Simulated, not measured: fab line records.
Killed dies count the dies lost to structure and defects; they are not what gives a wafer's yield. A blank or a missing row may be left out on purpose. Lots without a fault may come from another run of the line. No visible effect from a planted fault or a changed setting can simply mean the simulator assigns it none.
Split-lot study || flow n5 finfet || 21 wafers read across 7 lots, on a route 1938 steps long

## THE SPLIT ITSELF
At N5_BEOL_M8_COAT_60 (time 60 s, resist thk 35 nm), the setting spin rpm was moved away from the recipe's 1500 rpm on 6 of the 21 wafers read, by -9.1% to +10.3%. For the rest of the wafers, this setting stayed at what the recipe calls for.

## FROM THE SPLIT TO THE READING: what the file shows between them, 4 steps
- N5_BEOL_M8_COAT_05: resist thk 90 nm
- N5_BEOL_M8_EBR_07
- N5_BEOL_M8_DESCUM_16: chemistry O2, time 7.9 s
- N5_BEOL_M8_ETCH_61: etches SiARC in CF4, target depth 45.5 nm, time 75.8 s

## THE READING
SiARC_of_BEOL_M8_COAT_60.thk nm (the simulator's own value, which no gauge read), in nm, at N5_BEOL_M8_ETCH_62 (etches SOC in N2/H2, target depth 110 nm, overetch 22 nm, time 165 s). There is no usual value for it anywhere in the file. Here, 15 wafers ran the recipe; their average is 28.3 nm with a standard deviation of 0.22 nm.

{"wafer": "L077.4", "tool, chamber at the split": "litho track-04, 0", "spin rpm as run, rpm": 1364, "against the recipe": "-9.1%", "SiARC_of_BEOL_M8_COAT_60.thk nm, nm": 30.2, "against lot-mates on the recipe": "+2.0"}
{"wafer": "L077.5", "tool, chamber at the split": "litho track-04, 0", "spin rpm as run, rpm": 1364, "against the recipe": "-9.1%", "SiARC_of_BEOL_M8_COAT_60.thk nm, nm": 30, "against lot-mates on the recipe": "+1.8"}
{"wafer": "L077.6", "tool, chamber at the split": "litho track-04, 0", "spin rpm as run, rpm": 1500, "against the recipe": "recipe", "SiARC_of_BEOL_M8_COAT_60.thk nm, nm": 28.2, "against lot-mates on the recipe": "-"}
{"wafer": "L082.3", "tool, chamber at the split": "litho track-04, 0", "spin rpm as run, rpm": 1500, "against the recipe": "recipe", "SiARC_of_BEOL_M8_COAT_60.thk nm, nm": 28.2, "against lot-mates on the recipe": "-"}
{"wafer": "L082.4", "tool, chamber at the split": "litho track-04, 0", "spin rpm as run, rpm": 1500, "against the recipe": "recipe", "SiARC_of_BEOL_M8_COAT_60.thk nm, nm": 27.8, "against lot-mates on the recipe": "-"}
{"wafer": "L082.5", "tool, chamber at the split": "litho track-04, 0", "spin rpm as run, rpm": 1500, "against the recipe": "recipe", "SiARC_of_BEOL_M8_COAT_60.thk nm, nm": 28, "against lot-mates on the recipe": "-"}
{"wafer": "L084.2", "tool, chamber at the split": "litho track-04, 0", "spin rpm as run, rpm": 1500, "against the recipe": "recipe", "SiARC_of_BEOL_M8_COAT_60.thk nm, nm": 28.4, "against lot-mates on the recipe": "-"}
{"wafer": "L084.4", "tool, chamber at the split": "litho track-04, 0", "spin rpm as run, rpm": 1624, "against the recipe": "+8.3%", "SiARC_of_BEOL_M8_COAT_60.thk nm, nm": 26.8, "against lot-mates on the recipe": -1.6}
{"wafer": "L084.5", "tool, chamber at the split": "litho track-04, 0", "spin rpm as run, rpm": 1624, "against the recipe": "+8.3%", "SiARC_of_BEOL_M8_COAT_60.thk nm, nm": 27, "against lot-mates on the recipe": -1.4}
{"wafer": "L089.2", "tool, chamber at the split": "litho track-02, 0", "spin rpm as run, rpm": 1654, "against the recipe": "+10.3%", "SiARC_of_BEOL_M8_COAT_60.thk nm, nm": 26.6, "against lot-mates on the recipe": -1.5}
{"wafer": "L089.4", "tool, chamber at the split": "litho track-02, 0", "spin rpm as run, rpm": 1500, "against the recipe": "recipe", "SiARC_of_BEOL_M8_COAT_60.thk nm, nm": 28, "against lot-mates on the recipe": "-"}
{"wafer": "L089.6", "tool, chamber at the split": "litho track-02, 0", "spin rpm as run, rpm": 1500, "against the recipe": "recipe", "SiARC_of_BEOL_M8_COAT_60.thk nm, nm": 28.2, "against lot-mates on the recipe": "-"}
{"wafer": "L093.1", "tool, chamber at the split": "litho track-03, 0", "spin rpm as run, rpm": 1380, "against the recipe": "-8.0%", "SiARC_of_BEOL_M8_COAT_60.thk nm, nm": 29.6, "against lot-mates on the recipe": "+1.2"}
{"wafer": "L093.2", "tool, chamber at the split": "litho track-03, 0", "spin rpm as run, rpm": 1500, "against the recipe": "recipe", "SiARC_of_BEOL_M8_COAT_60.thk nm, nm": 28.4, "against lot-mates on the recipe": "-"}
{"wafer": "L093.4", "tool, chamber at the split": "litho track-03, 0", "spin rpm as run, rpm": 1500, "against the recipe": "recipe", "SiARC_of_BEOL_M8_COAT_60.thk nm, nm": 28.4, "against lot-mates on the recipe": "-"}
{"wafer": "L096.2", "tool, chamber at the split": "litho track-02, 0", "spin rpm as run, rpm": 1500, "against the recipe": "recipe", "SiARC_of_BEOL_M8_COAT_60.thk nm, nm": 28.6, "against lot-mates on the recipe": "-"}
{"wafer": "L096.6", "tool, chamber at the split": "litho track-02, 0", "spin rpm as run, rpm": 1500, "against the recipe": "recipe", "SiARC_of_BEOL_M8_COAT_60.thk nm, nm": 28.6, "against lot-mates on the recipe": "-"}
{"wafer": "L096.5", "tool, chamber at the split": "litho track-02, 0", "spin rpm as run, rpm": 1500, "against the recipe": "recipe", "SiARC_of_BEOL_M8_COAT_60.thk nm, nm": 28.4, "against lot-mates on the recipe": "-"}
{"wafer": "L097.1", "tool, chamber at the split": "litho track-03, 0", "spin rpm as run, rpm": 1500, "against the recipe": "recipe", "SiARC_of_BEOL_M8_COAT_60.thk nm, nm": 28.4, "against lot-mates on the recipe": "-"}
{"wafer": "L097.2", "tool, chamber at the split": "litho track-03, 0", "spin rpm as run, rpm": 1500, "against the recipe": "recipe", "SiARC_of_BEOL_M8_COAT_60.thk nm, nm": 28.2, "against lot-mates on the recipe": "-"}
{"wafer": "L097.5", "tool, chamber at the split": "litho track-03, 0", "spin rpm as run, rpm": 1500, "against the recipe": "recipe", "SiARC_of_BEOL_M8_COAT_60.thk nm, nm": 28, "against lot-mates on the recipe": "-"}

FIT RESULTS
A straight line over all 21 wafers: SiARC_of_BEOL_M8_COAT_60.thk nm changes by -0.178 nm for each +1% of spin rpm; r = -0.97; the points scatter about the line by 0.22 nm.
The same after taking each lot's own level away (the mean of its wafers on the recipe; 21 wafers): -0.179 nm for each +1%; r = -0.98; scatter 0.17 nm.
Per that fit: largest spin rpm move, reading shift of 1.8 nm.
The span of the lots' own levels, 28.00 to 28.53 nm, comes to 2.4 times the standard deviation stated above.
The two slopes agree, so the slope changes little with the lot-to-lot level.
Check: with one of the wafers moved furthest among these (+10.3%) left out of the fit, the line predicts -1.92 nm for it against its lot-mates. Against them it came out at -1.5 nm.

## THE WHOLE CHAIN: every reading that the file lists as answering this split, in the file's order
{"step": "N5_BEOL_M8_COAT_60", "what it does": "time 60 s, resist thk 35 nm", "reading": "SiARC_of_BEOL_M8_COAT_60.thk nm (the simulator's own value, which no gauge read)", "change (the file's fit)": "-0.164 nm for each +1% of the setting", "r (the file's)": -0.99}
{"step": "N5_BEOL_M8_ETCH_61", "what it does": "etches SiARC in CF4, target depth 45.5 nm, time 75.8 s", "reading": "etch.depth nm (the simulator's own value, which no gauge read)", "change (the file's fit)": "-0.168 nm for each +1% of the setting", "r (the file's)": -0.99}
{"step": "N5_BEOL_M8_ETCH_61", "what it does": "etches SiARC in CF4, target depth 45.5 nm, time 75.8 s", "reading": "CAR-ArF_of_BEOL_M8_COAT_05.thk nm (the simulator's own value, which no gauge read)", "change (the file's fit)": "+0.172 nm for each +1% of the setting", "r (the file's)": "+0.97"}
{"step": "N5_BEOL_M8_ETCH_62", "what it does": "etches SOC in N2/H2, target depth 110 nm, overetch 22 nm, time 165 s", "reading": "SiARC_of_BEOL_M8_COAT_60.thk nm (the simulator's own value, which no gauge read)", "change (the file's fit)": "-0.171 nm for each +1% of the setting", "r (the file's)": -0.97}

## THE FILE'S OWN FIT
SiARC_of_BEOL_M8_COAT_60.thk nm changes by -0.171 nm for each +1% of spin rpm, r = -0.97.
